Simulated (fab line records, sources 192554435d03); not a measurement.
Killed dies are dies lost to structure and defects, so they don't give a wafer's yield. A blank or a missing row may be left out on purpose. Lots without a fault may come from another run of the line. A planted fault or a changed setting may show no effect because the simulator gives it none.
Chamber matching | flow n5_finfet | N5_BEOL_M9_STRIP_19 on rie_diel-03: 4 sister chambers
The step strips in O2. 4 wafers are shown with their chamber, then 8 later ones without.

WAFERS WITH THEIR CHAMBER
wafer  | chamber | showerhead_plenum_p_Torr (Torr)
L081.4 | 2       | 2.01
L088.1 | 3       | 2.17
L088.2 | 0       | 2.09
L092.2 | 1       | 2.03

WAFERS WITHOUT THEIR CHAMBER
wafer  | showerhead_plenum_p_Torr (Torr)
L092.4 | 2.16
L092.6 | 2.03
L093.1 | 2.16
L093.5 | 2.16
L093.6 | 2.01
L095.1 | 2.00
L095.2 | 2.03
L095.4 | 2.16

WHICH CHAMBER EACH WENT THROUGH
wafer  | from the rows above | in truth
L092.4 | 3                   | 3
L092.6 | 1                   | 1
L093.1 | 3                   | 3
L093.5 | 3                   | 3
L093.6 | 2                   | 2
L095.1 | 2                   | 2
L095.2 | 1                   | 1
L095.4 | 3                   | 3
Placed correctly: 8 of 8. Can't be placed from these rows: 0. Placed wrongly: 0.
How it was worked out, from the rows above alone: a wafer's distance from a chamber is the root of the sum, over the readings, of the square of ((its reading less the chamber's mean) divided by the reading's scatter). The wafer belongs to the nearest chamber; if the next one is less than 2 further off, it can't be placed. A chamber's mean is the mean of its shown wafers. The scatter: with one shown wafer a chamber, the root of the mean of the squares of how far each hidden wafer lies from its nearest shown one.
